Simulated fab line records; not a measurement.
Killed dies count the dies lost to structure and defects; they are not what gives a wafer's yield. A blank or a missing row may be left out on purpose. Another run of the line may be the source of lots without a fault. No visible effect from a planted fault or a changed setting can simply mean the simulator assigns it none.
What tool caused it?	flow nand-harc	Sampling: 6 lots, 17 wafers, 2 of 1159 route steps

## WHAT EACH GAUGE READ, for each wafer
NHARC_A_BLC_INSPECT_28.
lot	measured	on	raw-defect-count
L285	day 17 21:13	defect-inspect-01	288 305 430
L287	day 18 15:43	defect-inspect-02	302 311 280
L290	day 19 14:43	defect-inspect-02	367 249 343
L294	day 20 09:34	defect-inspect-01	336 331
L302	day 22 18:39	defect-inspect-01	387 468 313
L303	day 23 12:52	defect-inspect-01	389 466 379

## WHAT TOOL EACH LOT RAN ON (gives the tool, then ch and the chambers of the sampled wafers, and finally the start)
lot	NHARC_A_BLC_CVD_24
L285	cvd-w-01 ch 0,1, day 17 21:13 or earlier
L287	cvd-w-02 ch 0,1, day 18 15:43 or earlier
L290	cvd-w-02 ch 0,1, day 19 14:43 or earlier
L294	cvd-w-01 ch 0,1, day 20 09:34 or earlier
L302	cvd-w-01 ch 0,1, day 22 18:39 or earlier
L303	cvd-w-01 ch 0,1, day 23 12:52 or earlier
- NHARC_A_BLC_CVD_24: deposits W, target thk 150 nm, time 434 s.

## THE ANSWER, worked out from the rows above alone
Rule: what is usual is taken from the lots themselves. Put in order of their means at a reading, lots are off if they are a third of the lots or fewer, leave a main group of 4 or more, and stand apart from it by a gap of 3 or more times the standard deviation of the main group's means; of several such gaps the widest counts. A main group is skipped when, at the precision printed for the reading in the tables above, its means are all equal. A lot without any number at a reading at which 4 lots or more have one is off too. The other lots that the step has rows for count as sound.
Nothing can be told from this: no lot is off at any reading shown.

## WHAT THE SIMULATOR PUT IN
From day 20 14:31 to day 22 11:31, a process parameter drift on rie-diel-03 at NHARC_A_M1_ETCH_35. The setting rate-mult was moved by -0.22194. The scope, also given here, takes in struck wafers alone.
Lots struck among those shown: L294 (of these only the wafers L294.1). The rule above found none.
